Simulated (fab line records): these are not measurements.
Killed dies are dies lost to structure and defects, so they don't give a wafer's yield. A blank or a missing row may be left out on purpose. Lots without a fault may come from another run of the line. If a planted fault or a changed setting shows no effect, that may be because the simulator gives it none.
Matching of chambers || flow n5 finfet || N5_FIN_SAQP_PECVD_47 on pecvd-03 has 3 sister chambers
The step deposits a-Si from SiH4/He, target thk 45 nm, time 36.3 s. 3 wafers are shown with their chamber, then 8 later ones without.

== EACH WAFER AND ITS CHAMBER ==
{"wafer": "L083.4", "chamber": 1, "showerhead plenum p Torr (Torr)": 5.56}
{"wafer": "L083.6", "chamber": 2, "showerhead plenum p Torr (Torr)": 5.68}
{"wafer": "L089.2", "chamber": 0, "showerhead plenum p Torr (Torr)": 5.66}

== WAFERS WITH NO CHAMBER GIVEN ==
{"wafer": "L089.4", "showerhead plenum p Torr (Torr)": 5.56}
{"wafer": "L089.6", "showerhead plenum p Torr (Torr)": 5.64}
{"wafer": "L090.1", "showerhead plenum p Torr (Torr)": 5.65}
{"wafer": "L090.3", "showerhead plenum p Torr (Torr)": 5.66}
{"wafer": "L090.5", "showerhead plenum p Torr (Torr)": 5.56}
{"wafer": "L092.1", "showerhead plenum p Torr (Torr)": 5.65}
{"wafer": "L092.3", "showerhead plenum p Torr (Torr)": 5.57}
{"wafer": "L092.4", "showerhead plenum p Torr (Torr)": 5.66}

== WHICH CHAMBER EACH ONE RAN IN ==
{"wafer": "L089.4", "from the rows above": 1, "in truth": 1}
{"wafer": "L089.6", "from the rows above": 0, "in truth": 0}
{"wafer": "L090.1", "from the rows above": 0, "in truth": 0}
{"wafer": "L090.3", "from the rows above": 0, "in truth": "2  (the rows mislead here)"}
{"wafer": "L090.5", "from the rows above": 1, "in truth": 1}
{"wafer": "L092.1", "from the rows above": 0, "in truth": 0}
{"wafer": "L092.3", "from the rows above": 1, "in truth": 1}
{"wafer": "L092.4", "from the rows above": 0, "in truth": 0}
Correct placement for 7 of the 8. Number that these rows cannot place: 0. Wrongly placed: 1.
How it was worked out, from the rows above alone: a wafer's distance from a chamber is the root of the sum, over the readings, of the square of ((its reading less the chamber's mean) divided by the reading's scatter). If the next closest chamber is less than 2 further off than the closest, the wafer can't be placed; otherwise it belongs to the closest. A chamber's mean is the mean of its shown wafers. The scatter (one wafer shown for each chamber): square how far every hidden wafer sits from the nearest shown wafer, average those squares and take the square root.
